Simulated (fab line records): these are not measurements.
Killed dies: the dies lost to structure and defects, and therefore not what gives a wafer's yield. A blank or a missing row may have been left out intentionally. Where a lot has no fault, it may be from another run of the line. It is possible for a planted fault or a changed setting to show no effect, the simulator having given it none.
Chamber matching :: flow n5 finfet :: 4 sister chambers for N5_BEOL_M14_STRIP_37 on rie diel-06
The step strips in O2. 4 wafers are shown with their chamber, then 12 later ones without.

EACH WAFER AND ITS CHAMBER
wafer: L083.2
chamber: 0
drypump motor current A (A): 5.51

wafer: L094.2
chamber: 2
drypump motor current A (A): 5.27

wafer: L094.3
chamber: 1
drypump motor current A (A): 5.88

wafer: L094.5
chamber: 3
drypump motor current A (A): 5.29

WAFERS WITHOUT THEIR CHAMBER
wafer: L091.2
drypump motor current A (A): 5.55

wafer: L091.4
drypump motor current A (A): 5.28

wafer: L091.6
drypump motor current A (A): 5.54

wafer: L093.1
drypump motor current A (A): 5.87

wafer: L093.2
drypump motor current A (A): 5.56

wafer: L093.5
drypump motor current A (A): 5.26

wafer: L097.1
drypump motor current A (A): 5.28

wafer: L097.4
drypump motor current A (A): 5.33

wafer: L097.6
drypump motor current A (A): 5.27

wafer: L095.1
drypump motor current A (A): 5.36

wafer: L095.4
drypump motor current A (A): 5.51

wafer: L095.5
drypump motor current A (A): 5.52

THE CHAMBER EACH PASSED THROUGH
wafer: L091.2
from the rows above: 0
in truth: 0

wafer: L091.4
from the rows above: can't be placed: 3 or 2
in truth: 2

wafer: L091.6
from the rows above: 0
in truth: 0

wafer: L093.1
from the rows above: 1
in truth: 1

wafer: L093.2
from the rows above: 0
in truth: 0

wafer: L093.5
from the rows above: can't be placed: 2 or 3
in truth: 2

wafer: L097.1
from the rows above: can't be placed: 3 or 2
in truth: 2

wafer: L097.4
from the rows above: can't be placed: 3 or 2
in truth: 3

wafer: L097.6
from the rows above: can't be placed: 2 or 3
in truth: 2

wafer: L095.1
from the rows above: can't be placed: 3 or 2
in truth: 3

wafer: L095.4
from the rows above: 0
in truth: 0

wafer: L095.5
from the rows above: 0
in truth: 0
Placed correctly: 6 of 12. Unplaceable from these rows: 6, with the true chamber sitting among the candidates in 6. Wrongly placed: 0.
How it was worked out, from the rows above alone: a wafer's distance from a chamber is the root of the sum, over the readings, of the square of ((its reading less the chamber's mean) divided by the reading's scatter). If the next closest chamber is less than 2 further off than the closest, the wafer can't be placed; otherwise it belongs to the closest. For every chamber, the mean is computed from those of its wafers that are shown. The scatter: with one shown wafer a chamber, the root of the mean of the squares of how far each hidden wafer lies from its nearest shown one.
